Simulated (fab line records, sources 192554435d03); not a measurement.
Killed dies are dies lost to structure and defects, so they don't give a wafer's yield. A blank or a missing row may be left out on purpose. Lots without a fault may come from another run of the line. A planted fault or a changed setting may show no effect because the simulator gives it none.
fab line records | flow n5_finfet
record lots=7 wafers=21
route steps=1938 shown BEOL_M10@1494 BEOL_M12@1623 BEOL_M13@1685 BEOL_M14@1742 MIM_TOP_ETCH@1853 PASSIVATION@1910
start_h: hours from the record's first day to the start of the lot's first wafer shown | wait_h: hours since the lot's step before | " the same as in the row above | L1.1+2: a row that stands for several wafers | - no value, or no start given | * or withheld: withheld | < > ~ a bound
route shown NAME@n: a module of which the file shows steps, and the number in the route of the first | usual: mean/standard deviation of fault-free wafers | same: alike in all rows | chamber/n: place in a boat | sites: the reading at each site | _std_site: their standard deviation | _edge_site: outer sites' mean less inner sites' | radius_mm: how far each site lies from the wafer's centre | mask NAME#n: copy n | behind: the tool/chamber that last shaped the wafer | hold: why the lot was held/for how many hours/how that ended | device: the transistor (n, p or np) that didn't switch | end of line: the same wafers' tests at the end of the route | a step without rows: its recipe alone | killed: dies lost to structure and defects at the first sort, not the wafer's yield | map: a wafer's dies, x killed, . not, _ none there
set.NAME: the setting as run; set.NAME@STEP: as run at that earlier step | model.NAME: the simulator's own value behind a step, which no gauge read
lots whose settings were changed on purpose; a table a step, a row a wafer
## steps
# step N5_BEOL_M10_COAT_63
# recipe resist=SOC temp_c=250 time_s=60 spin_rpm=1500 resist_thk_nm=100
# columns lot.wafer tool chamber start_h wait_h set.spin_rpm model.SOC_of_BEOL_M10_COAT_63.thk_nm
L077.1+3 litho_track-02 0 227.17 0.0 1500 100
L077.2 " 0 " " 1606 96.8
L081.1 litho_track-02 0 250.77 0.2 1500 100
L081.4 " 0 " " 1500 99.8
L081.5 " 0 " " 1364 104.6
L084.4 litho_track-02 0 259.09 0.0 1500 100.6
L084.5+6 " 0 " " 1500 100.4
L086.1+3 litho_track-03 0 277.54 0.6 1500 100
L086.5 " 0 " " 1400 103.6
L088.4 litho_track-02 0 292.89 1.6 1500 100.2
L088.5+6 " 0 " " 1633 95.8
L091.1+5 litho_track-02 0 299.12 0.0 1500 99.8
L091.2 " 0 " " 1500 100
L094.1 litho_track-03 0 313.67 0.0 1500 100.2
L094.3 " 0 " " 1500 100
L094.5 " 0 " " 1376 104.8
# step N5_BEOL_M10_COAT_64
# recipe resist=SiARC temp_c=220 time_s=60 spin_rpm=1500 resist_thk_nm=30
# step N5_BEOL_M10_COAT_22
# recipe resist=CAR-ArF spin_rpm=1500 resist_thk_nm=90
# step N5_BEOL_M10_DESCUM_33
# recipe chemistry=O2 time_s=7.9 source_power_w=50 bias_power_w=20 pressure_mtorr=20 rf_frequency_hz=2.712e+07 temp_c=40 resist=CAR-ArF o2_flow_sccm=225
# step N5_BEOL_M10_ETCH_65
# recipe chemistry=CF4 target=SiARC target_depth_a=390 mask_material=CAR-ArF time_s=65 ion_energy_ev=80 pressure_mtorr=40 source_w=545 bias_w=36 Ar_flow_sccm=100 cf4_flow_sccm=100 ends=cleared
# step N5_BEOL_M10_ETCH_66
# recipe chemistry=N2/H2 target=SOC target_depth_a=1200 overetch_a=240 mask_material=SiARC temp_c=40 time_s=180 ion_energy_ev=200 pressure_mtorr=30 source_w=840 bias_w=150 n2_flow_sccm=200 h2_flow_sccm=200
# columns lot.wafer tool chamber start_h wait_h set.spin_rpm@BEOL_M10_COAT_63 model.etch.depth_nm
L077.1 rie_diel-04 2 228.42 0.0 1500 100.1
L077.2 " 0 " " 1606 96.78
L077.3 " 1 " " 1500 99.91
L081.1 rie_diel-04 3 251.39 0.0 1500 99.95
L081.4 " 0 " " 1500 99.89
L081.5 " 3 " " 1364 104.6
L084.4 rie_diel-02 3 259.85 0.0 1500 100.6
L084.5 " 3 " " 1500 100.4
L084.6 " 2 " " 1500 100.3
L086.1 rie_diel-04 1 277.96 0.0 1500 100
L086.3 " 0 " " 1500 99.92
L086.5 " 1 " " 1400 103.5
L088.4 rie_diel-06 2 293.44 0.0 1500 100.1
L088.5 " 0 " " 1633 95.77
L088.6 " 3 " " 1633 95.79
L091.1 rie_diel-04 2 299.54 0.0 1500 99.74
L091.2 " 1 " " 1500 100.1
L091.5 " 3 " " 1500 99.86
L094.1+3 rie_diel-02 2,0 314.10 0.0 1500 100.1
L094.5 " 0 " " 1376 104.8
# step N5_BEOL_M10_STRIP_69
# recipe chemistry=N2/H2 temp_c=40 n2_flow_sccm=200 h2_flow_sccm=200 rf_frequency_hz=6e+07
# step N5_BEOL_M10_VIA_ETCH_34
# recipe chemistry=C4F6/O2 target=SiCOH_lowk target_depth_a=1845 mask_material=SOC taper_deg=4 time_s=69.2 ion_energy_ev=250 pressure_mtorr=30 source_w=345 bias_w=185 Ar_flow_sccm=300 C4F6_flow_sccm=10 O2_flow_sccm=10
# columns lot.wafer tool chamber start_h wait_h set.spin_rpm@BEOL_M10_COAT_63 model.SOC_of_BEOL_M10_COAT_63.thk_nm
L077.1 rie_diel-04 2 228.54 0.0 1500 92.2
L077.2 " 0 " " 1606 88.8
L077.3 " 1 " " 1500 91.8
L081.1+4 rie_diel-04 3,0 251.51 0.0 1500 92
L081.5 " 3 " " 1364 96.8
L084.4 rie_diel-02 3 259.98 0.0 1500 92.6
L084.5+6 " 3,2 " " 1500 92.4
L086.1 rie_diel-04 1 278.08 0.0 1500 92
L086.3 " 0 " " 1500 91.8
L086.5 " 1 " " 1400 95.4
L088.4 rie_diel-06 2 293.56 0.0 1500 91.6
L088.5 " 0 " " 1633 87.4
L088.6 " 3 " " 1633 87.8
L091.1 rie_diel-04 2 299.67 0.0 1500 92
L091.2+5 " 1,3 " " 1500 91.8
L094.1 rie_diel-02 2 314.22 0.0 1500 92.2
L094.3 " 0 " " 1500 92
L094.5 " 0 " " 1376 96.8
# step N5_BEOL_M12_COAT_65
# recipe resist=SOC temp_c=250 time_s=60 spin_rpm=1500 resist_thk_nm=300
# columns lot.wafer tool chamber start_h wait_h set.spin_rpm model.SOC_of_BEOL_M12_COAT_65.thk_nm
L077.1 litho_track-01 0 240.66 0.0 1583 291
L077.2 " 0 " " 1583 290.8
L077.3 " 0 " " 1500 299.6
L081.1 litho_track-02 0 263.16 0.0 1500 301
L081.4+5 " 0 " " 1500 300.6
L084.4 litho_track-03 0 272.87 0.0 1425 309.4
L084.5 " 0 " " 1500 302.2
L084.6 " 0 " " 1425 308.4
L086.1 litho_track-01 0 290.42 0.0 1622 288.2
L086.3 " 0 " " 1500 299.4
L086.5 " 0 " " 1622 287.8
L088.4 litho_track-02 0 304.39 0.0 1500 299.6
L088.5+6 " 0 " " 1551 294.4
L091.1 litho_track-01 0 311.92 0.0 1500 300.4
L091.2 " 0 " " 1500 299.4
L091.5 " 0 " " 1500 299.8
L094.1 litho_track-02 0 326.81 0.0 1500 300.2
L094.3 " 0 " " 1500 300.6
L094.5 " 0 " " 1575 293
# step N5_BEOL_M13_EXPOSE_25
# recipe mask_id=M13 na=0.93 source_shape=conventional sigma_outer=0.4 polarization=unpolarized target_cd_nm=210 dose_mj=22
# columns lot.wafer tool chamber start_h wait_h mask set.dose_mj
L077.1+2 krf_scanner-02 0 247.63 - M13#0 22
L077.3 " 0 " " M13#0 21.24
L081.1+4 krf_scanner-01 0 268.82 - M13#0 22
L081.5 " 0 " " M13#0 21.18
L084.4 krf_scanner-02 0 277.51 - M13#0 22
L084.5+6 " 0 " " M13#0 21.24
L086.1+3 krf_scanner-01 0 295.78 - M13#0 22
L086.5 " 0 " " M13#0 20.96
L088.4+5 krf_scanner-01 0 309.21 - M13#0 23.1
L088.6 " 0 " " M13#0 22
L091.1+2+5 krf_scanner-02 0 316.53 - M13#0 22
L094.1 krf_scanner-02 0 331.49 - M13#0 22.97
L094.3+5 " 0 " " M13#0 22
# step N5_BEOL_M13_PEB_26
# recipe peb_temp_c=130 peb_time_s=90
# step N5_BEOL_M13_DEVELOP_27
# recipe develop_time_s=45 rinse_liquid=diw dry=air_spin dev_temp_c=21
# step N5_BEOL_M13_HARDBAKE_32
# recipe temp_c=130 time_s=120
# step N5_BEOL_M13_CD_MEAS_28
# recipe target_cd_nm=209.5 landing_energy_ev=500 detector=se_inlens
# usual cd_nm=210.4/1.1
# columns lot.wafer tool chamber start_h wait_h set.dose_mj@BEOL_M13_EXPOSE_25 cd_nm
L077.1 cd_sem-01 0 247.80 - 22 209.4
L077.2 " 0 " " 22 210.0
L077.3 " 0 " " 21.24 205.5
L081.1 cd_sem-02 0 268.99 - 22 208.8
L081.4 " 0 " " 22 210.3
L081.5 " 0 " " 21.18 207.2
L084.4 cd_sem-01 0 277.67 - 22 211.5
L084.5 " 0 " " 21.24 206.6
L084.6 " 0 " " 21.24 207.4
L086.1 cd_sem-03 0 295.96 - 22 212.0
L086.3 " 0 " " 22 211.5
L086.5 " 0 " " 20.96 206.6
L088.4 cd_sem-01 0 309.37 - 23.1 215.2
L088.5 " 0 " " 23.1 216.6
L088.6 " 0 " " 22 210.4
L091.1 cd_sem-02 0 316.70 - 22 210.8
L091.2 " 0 " " 22 210.3
L091.5 " 0 " " 22 210.4
L094.1 cd_sem-01 0 331.66 - 22.97 212.1
L094.3 " 0 " " 22 210.3
L094.5 " 0 " " 22 210.3
# step N5_BEOL_M13_DESCUM_33
# recipe chemistry=O2 time_s=7.9 source_power_w=50 bias_power_w=20 pressure_mtorr=20 rf_frequency_hz=2.712e+07 temp_c=40 o2_flow_sccm=225
# columns lot.wafer tool chamber start_h wait_h set.dose_mj@BEOL_M13_EXPOSE_25 model.BEOL_M13.cd_nm
L077.1 rie_diel-05 1 247.89 0.0 22 209.4
L077.2 " 2 " " 22 209.6
L077.3 " 3 " " 21.24 205.6
L081.1 rie_diel-01 2 269.08 0.0 22 208.4
L081.4 " 0 " " 22 210.4
L081.5 " 0 " " 21.18 207.2
L084.4 rie_diel-03 0 278.13 0.4 22 211.4
L084.5 " 1 " " 21.24 206.8
L084.6 " 2 " " 21.24 207.8
L086.1 rie_diel-01 2 296.04 0.0 22 212.2
L086.3 " 3 " " 22 211.6
L086.5 " 3 " " 20.96 206.6
L088.4 rie_diel-05 0 309.47 0.0 23.1 215
L088.5 " 2 " " 23.1 216.6
L088.6 " 1 " " 22 210.2
L091.1 rie_diel-05 1 316.79 0.0 22 211
L091.2 " 2 " " 22 210.4
L091.5 " 1 " " 22 210.2
L094.1 rie_diel-03 3 331.75 0.0 22.97 212.2
L094.3 " 2 " " 22 210.2
L094.5 " 2 " " 22 210.6
# step N5_BEOL_M13_ETCH_67
# recipe chemistry=CF4 target=SiARC target_depth_a=1430 time_s=238.3 ion_energy_ev=80 pressure_mtorr=40 source_w=545 bias_w=36 Ar_flow_sccm=100 cf4_flow_sccm=100 ends=cleared
# columns lot.wafer tool chamber start_h wait_h set.dose_mj@BEOL_M13_EXPOSE_25 model.BEOL_M13.cd_nm
L077.1 rie_diel-05 1 247.93 0.0 22 210.2
L077.2 " 2 " " 22 209.8
L077.3 " 3 " " 21.24 205.2
L081.1 rie_diel-01 2 269.12 0.0 22 209
L081.4 " 0 " " 22 210.6
L081.5 " 0 " " 21.18 208
L084.4 rie_diel-03 0 278.16 0.0 22 211.4
L084.5 " 1 " " 21.24 206.2
L084.6 " 2 " " 21.24 208
L086.1 rie_diel-01 2 296.08 0.0 22 211.8
L086.3 " 3 " " 22 211.6
L086.5 " 3 " " 20.96 207
L088.4 rie_diel-05 0 309.56 0.1 23.1 216.6
L088.5 " 2 " " 23.1 217.2
L088.6 " 1 " " 22 211.4
L091.1 rie_diel-05 1 316.82 0.0 22 212.2
L091.2 " 2 " " 22 210.4
L091.5 " 1 " " 22 211.2
L094.1 rie_diel-03 3 331.78 0.0 22.97 212.4
L094.3 " 2 " " 22 210.8
L094.5 " 2 " " 22 211.6
# step N5_BEOL_M13_ETCH_68
# recipe chemistry=N2/H2 target=SOC mask_material=SiARC source_w=3000 bias_w=350 temp_c=40 time_s=355 ion_energy_ev=200 pressure_mtorr=30 n2_flow_sccm=200 h2_flow_sccm=200
# columns lot.wafer tool chamber start_h wait_h set.dose_mj@BEOL_M13_EXPOSE_25 model.BEOL_M13.cd_nm
L077.1 rie_diel-05 1 248.07 0.1 22 210.6
L077.2 " 2 " " 22 210.4
L077.3 " 3 " " 21.24 206.8
L081.1 rie_diel-01 2 269.26 0.1 22 210.2
L081.4 " 0 " " 22 212.2
L081.5 " 0 " " 21.18 209
L084.4 rie_diel-03 0 278.31 0.1 22 210.6
L084.5 " 1 " " 21.24 204.4
L084.6 " 2 " " 21.24 206
L086.1 rie_diel-01 2 296.23 0.1 22 212.6
L086.3 " 3 " " 22 211.4
L086.5 " 3 " " 20.96 206.6
L088.4 rie_diel-05 0 309.74 0.1 23.1 218.4
L088.5 " 2 " " 23.1 218.6
L088.6 " 1 " " 22 211
L091.1 rie_diel-05 1 316.97 0.1 22 211.2
L091.2 " 2 " " 22 209.8
L091.5 " 1 " " 22 211
L094.1 rie_diel-03 3 331.93 0.1 22.97 212.4
L094.3 " 2 " " 22 209.8
L094.5 " 2 " " 22 211.4
# step N5_BEOL_M14_EXPOSE_25
# recipe mask_id=M14 na=0.8 source_shape=annular sigma_inner=0.5 sigma_outer=0.8 polarization=unpolarized target_cd_nm=280 dose_mj=26.6
# columns lot.wafer tool chamber start_h wait_h mask set.dose_mj
L077.1+2+3 krf_scanner-02 0 253.96 - M14#0 26.6
L081.1+5 krf_scanner-02 0 273.40 - M14#0 26.6
L081.4 " 0 " " M14#0 27.55
L084.4+6 krf_scanner-02 0 282.69 - M14#0 26.6
L084.5 " 0 " " M14#0 24.65
L086.1 krf_scanner-01 0 301.07 - M14#0 28.26
L086.3+5 " 0 " " M14#0 26.6
L088.4+6 krf_scanner-01 0 314.93 - M14#0 26.6
L088.5 " 0 " " M14#0 28.41
L091.1+2+5 krf_scanner-01 0 325.35 - M14#0 26.6
L094.1+3+5 krf_scanner-02 0 336.39 - M14#0 26.6
# step N5_BEOL_M14_DEVELOP_27
# recipe develop_time_s=45 rinse_liquid=diw dry=air_spin dev_temp_c=21
# columns lot.wafer tool chamber start_h wait_h set.develop_time_s
L077.1+2+3 litho_track-05 0 - - 45
L081.1+4 litho_track-02 0 - - 45
L081.5 " 0 " " 51.63
L084.4 litho_track-05 0 - - 49.76
L084.5+6 " 0 " " 45
L086.1 litho_track-02 0 - - 45
L086.3+5 " 0 " " 40.33
L088.4+6 litho_track-01 0 - - 45
L088.5 " 0 " " 35.53
L091.1+2+5 litho_track-02 0 - - 45
L094.1 litho_track-05 0 - - 36.93
L094.3+5 " 0 " " 45
# step N5_BEOL_M14_HARDBAKE_32
# recipe temp_c=130 time_s=120
# step N5_BEOL_M14_CD_MEAS_28
# recipe target_cd_nm=284.4 landing_energy_ev=500 detector=se_inlens
# usual cd_nm=285.2/2
# columns lot.wafer tool chamber start_h wait_h set.dose_mj@BEOL_M14_EXPOSE_25 cd_nm
L077.1 cd_sem-03 0 254.13 - 26.6 289.0
L077.2 " 0 " " 26.6 287.6
L077.3 " 0 " " 26.6 288.2
L081.1 cd_sem-03 0 273.57 - 26.6 284.4
L081.4 " 0 " " 27.55 288.7
L081.5 " 0 " " 26.6 284.4
L084.4 cd_sem-02 0 282.85 - 26.6 286.7
L084.5 " 0 " " 24.65 274.0
L084.6 " 0 " " 26.6 286.6
L086.1 cd_sem-02 0 301.24 - 28.26 294.8
L086.3 " 0 " " 26.6 281.6
L086.5 " 0 " " 26.6 281.9
L088.4 cd_sem-02 0 315.09 - 26.6 285.7
L088.5 " 0 " " 28.41 292.2
L088.6 " 0 " " 26.6 284.2
L091.1 cd_sem-03 0 325.53 - 26.6 285.9
L091.2 " 0 " " 26.6 282.4
L091.5 " 0 " " 26.6 283.3
L094.1 cd_sem-03 0 336.56 - 26.6 284.1
L094.3 " 0 " " 26.6 286.9
L094.5 " 0 " " 26.6 285.7
# step N5_BEOL_M14_DESCUM_33
# recipe chemistry=O2 time_s=7.9 source_power_w=50 bias_power_w=20 pressure_mtorr=20 rf_frequency_hz=2.712e+07 temp_c=40 o2_flow_sccm=225
# columns lot.wafer tool chamber start_h wait_h set.dose_mj@BEOL_M14_EXPOSE_25 model.BEOL_M14.cd_nm
L077.1 rie_diel-04 2 254.22 0.0 26.6 289
L077.2 " 3 " " 26.6 287.2
L077.3 " 1 " " 26.6 288.2
L081.1 rie_diel-04 0 274.37 0.7 26.6 284
L081.4 " 2 " " 27.55 289.2
L081.5 " 2 " " 26.6 284.6
L084.4+6 rie_diel-02 2,0 282.93 0.0 26.6 286.8
L084.5 " 3 " " 24.65 273.8
L086.1 rie_diel-02 2 301.36 0.1 28.26 295
L086.3 " 3 " " 26.6 281.2
L086.5 " 3 " " 26.6 281.6
L088.4 rie_diel-06 0 315.17 0.0 26.6 285.8
L088.5 " 1 " " 28.41 292.2
L088.6 " 0 " " 26.6 284.2
L091.1 rie_diel-06 0 325.61 0.0 26.6 286
L091.2 " 3 " " 26.6 283
L091.5 " 0 " " 26.6 283.4
L094.1 rie_diel-06 2 336.69 0.0 26.6 284.2
L094.3 " 1 " " 26.6 286.8
L094.5 " 1 " " 26.6 285.4
# step N5_BEOL_M14_ETCH_67
# recipe chemistry=CF4 target=SiARC target_depth_a=1430 time_s=238.3 ion_energy_ev=80 pressure_mtorr=40 source_w=545 bias_w=36 Ar_flow_sccm=100 cf4_flow_sccm=100 ends=cleared
# step N5_BEOL_M14_ETCH_68
# recipe chemistry=N2/H2 target=SOC mask_material=SiARC source_w=3000 bias_w=350 temp_c=40 time_s=450 ion_energy_ev=200 pressure_mtorr=30 n2_flow_sccm=200 h2_flow_sccm=200
# columns lot.wafer tool chamber start_h wait_h set.dose_mj@BEOL_M14_EXPOSE_25 model.BEOL_M14.cd_nm
L077.1 rie_diel-04 2 254.40 0.1 26.6 284.8
L077.2 " 3 " " 26.6 282
L077.3 " 1 " " 26.6 284.6
L081.1 rie_diel-04 0 274.56 0.1 26.6 279.2
L081.4 " 2 " " 27.55 283
L081.5 " 2 " " 26.6 278.6
L084.4 rie_diel-02 2 283.11 0.1 26.6 281.6
L084.5 " 3 " " 24.65 271.8
L084.6 " 0 " " 26.6 282.6
L086.1 rie_diel-02 2 301.54 0.1 28.26 288
L086.3 " 3 " " 26.6 276.6
L086.5 " 3 " " 26.6 277.2
L088.4 rie_diel-06 0 315.36 0.1 26.6 282
L088.5 " 1 " " 28.41 288.8
L088.6 " 0 " " 26.6 279.6
L091.1 rie_diel-06 0 325.80 0.1 26.6 282.4
L091.2 " 3 " " 26.6 279.8
L091.5 " 0 " " 26.6 280
L094.1 rie_diel-06 2 336.87 0.1 26.6 283.2
L094.3 " 1 " " 26.6 284.2
L094.5 " 1 " " 26.6 282.4
# step N5_MIM_TOP_ETCH_PECVD_03
# recipe material=SiNx target_thk_a=200 temp_c=400 precursor=SiH4/NH3/N2 pressure_torr=1.5 rf_w=300 time_s=17.6
# columns lot.wafer tool chamber start_h wait_h set.time_s model.SiNx_of_MIM_TOP_ETCH_PECVD_03.thk_nm
L077.1 pecvd-03 2 268.67 - 15.93 18
L077.2 " 0 " " 17.6 19.8
L077.3 " 1 " " 15.93 17.8
L081.1 pecvd-01 0 287.05 - 17.6 20
L081.4+5 " 1,2 " " 17.6 20.2
L084.4 pecvd-03 2 295.08 - 17.6 19.8
L084.5 " 0 " " 17.6 20
L084.6 " 1 " " 18.52 21
L086.1 pecvd-03 1 315.35 - 17.6 20.2
L086.3 " 2 " " 17.6 20
L086.5 " 1 " " 15.34 17.8
L088.4 pecvd-03 0 330.53 - 15.04 17
L088.5 " 1 " " 17.6 20
L088.6 " 2 " " 17.6 19.8
L091.1 pecvd-04 2 339.59 - 17.6 19.4
L091.2 " 1 " " 17.6 19.8
L091.5 " 0 " " 17.6 20
L094.1 pecvd-01 2 351.15 - 17.6 19.6
L094.3 " 0 " " 18.38 20.8
L094.5 " 2 " " 18.38 21.6
# step N5_PASSIVATION_ETCH_59
# recipe chemistry=Cl2/BCl3 target=TaN target_depth_a=650 time_s=34.9 ion_energy_ev=100 pressure_mtorr=10 icp_w=900 bias_w=100 Cl2_flow_sccm=60 bcl3_flow_sccm=30
# columns lot.wafer tool chamber start_h wait_h set.time_s model.etch.depth_nm
L077.1 rie_metal-01 1 274.16 0.3 34.9 64.74
L077.2 " 0 " " 34.9 64.75
L077.3 " 0 " " 34.9 64.98
L081.1+4 rie_metal-01 1 292.68 0.3 41.58 77.14
L081.5 " 1 " " 34.9 64.57
L084.4 rie_metal-02 1 300.44 0.2 39.6 73.65
L084.5 " 1 " " 39.6 73.07
L084.6 " 0 " " 39.6 73.62
L086.1 rie_metal-03 1 323.16 0.3 38.04 71.81
L086.3 " 1 " " 34.9 65.93
L086.5 " 1 " " 38.04 71.88
L088.4 rie_metal-03 1 335.28 0.2 34.9 66.49
L088.5 " 1 " " 39.39 75.17
L088.6 " 0 " " 39.39 74.68
L091.1 rie_metal-02 0 345.90 0.3 34.9 65.29
L091.2 " 1 " " 34.9 64.32
L091.5 " 1 " " 34.9 64.46
L094.1 rie_metal-01 0 355.05 0.3 34.9 64.01
L094.3 " 1 " " 34.9 64.44
L094.5 " 1 " " 29.31 53.94
# step N5_PASSIVATION_PECVD_53
# recipe material=SiO2 target_thk_a=8000 temp_c=400 precursor=TEOS/O2 pressure_torr=6.5 rf_w=withheld teos_flow_sccm=withheld gas=O2 flow_sccm=2650 time_s=169.4
# columns lot.wafer tool chamber start_h wait_h set.time_s model.SiO2_of_PASSIVATION_PECVD_53.thk_nm
L077.1 pecvd-03 0 274.87 0.0 169.4 803.2
L077.2 " 2 " " 169.4 800.4
L077.3 " 1 " " 169.4 799.8
L081.1 pecvd-03 0 293.30 0.0 177.3 833.8
L081.4 " 0 " " 177.3 848
L081.5 " 1 " " 177.3 834.4
L084.4 pecvd-03 1 301.13 0.1 178.8 859
L084.5 " 2 " " 178.8 854
L084.6 " 0 " " 169.4 815.2
L086.1 pecvd-02 2 323.78 0.0 169.4 795.8
L086.3 " 0 " " 154.9 723
L086.5 " 1 " " 154.9 748.6
L088.4 pecvd-02 1 335.92 0.1 169.4 816.4
L088.5 " 2 " " 153 731.4
L088.6 " 0 " " 153 721.4
L091.1 pecvd-03 0 346.55 0.0 169.4 816.6
L091.2 " 1 " " 169.4 808.2
L091.5 " 1 " " 169.4 816.8
L094.1 pecvd-02 2 356.00 0.0 169.4 777.8
L094.3 " 1 " " 169.4 794.2
L094.5 " 1 " " 169.4 814
## key
split step=N5_BEOL_M10_COAT_63 setting=spin_rpm stated=1500 by=wafer
response step=N5_BEOL_M10_COAT_63 reading=model.SOC_of_BEOL_M10_COAT_63.thk_nm change=-0.516 per=1% r=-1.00
response step=N5_BEOL_M10_ETCH_66 reading=model.etch.depth_nm change=-0.513 per=1% r=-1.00
response step=N5_BEOL_M10_VIA_ETCH_34 reading=model.SOC_of_BEOL_M10_COAT_63.thk_nm change=-0.506 per=1% r=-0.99
split step=N5_BEOL_M12_COAT_65 setting=spin_rpm stated=1500 by=wafer
response step=N5_BEOL_M12_COAT_65 reading=model.SOC_of_BEOL_M12_COAT_65.thk_nm change=-1.45 per=1% r=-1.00
split step=N5_BEOL_M13_EXPOSE_25 setting=dose_mj stated=22 by=wafer
response step=N5_BEOL_M13_CD_MEAS_28 reading=cd_nm change=+0.942 per=1% r=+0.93
response step=N5_BEOL_M13_DESCUM_33 reading=model.BEOL_M13.cd_nm change=+0.926 per=1% r=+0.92
response step=N5_BEOL_M13_ETCH_67 reading=model.BEOL_M13.cd_nm change=+0.891 per=1% r=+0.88
response step=N5_BEOL_M13_ETCH_68 reading=model.BEOL_M13.cd_nm change=+1.06 per=1% r=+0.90
split step=N5_BEOL_M14_EXPOSE_25 setting=dose_mj stated=26.6 by=wafer
response step=N5_BEOL_M14_CD_MEAS_28 reading=cd_nm change=+1.58 per=1% r=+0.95
response step=N5_BEOL_M14_DESCUM_33 reading=model.BEOL_M14.cd_nm change=+1.63 per=1% r=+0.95
response step=N5_BEOL_M14_ETCH_68 reading=model.BEOL_M14.cd_nm change=+1.41 per=1% r=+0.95
split step=N5_BEOL_M14_DEVELOP_27 setting=develop_time_s stated=45 by=wafer
response none clear
split step=N5_MIM_TOP_ETCH_PECVD_03 setting=time_s stated=17.6 by=wafer
response step=N5_MIM_TOP_ETCH_PECVD_03 reading=model.SiNx_of_MIM_TOP_ETCH_PECVD_03.thk_nm change=+0.2 per=1% r=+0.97
split step=N5_PASSIVATION_ETCH_59 setting=time_s stated=34.9 by=wafer
response step=N5_PASSIVATION_ETCH_59 reading=model.etch.depth_nm change=+0.652 per=1% r=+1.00
split step=N5_PASSIVATION_PECVD_53 setting=time_s stated=169.4 by=wafer
response step=N5_PASSIVATION_PECVD_53 reading=model.SiO2_of_PASSIVATION_PECVD_53.thk_nm change=+8.16 per=1% r=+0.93
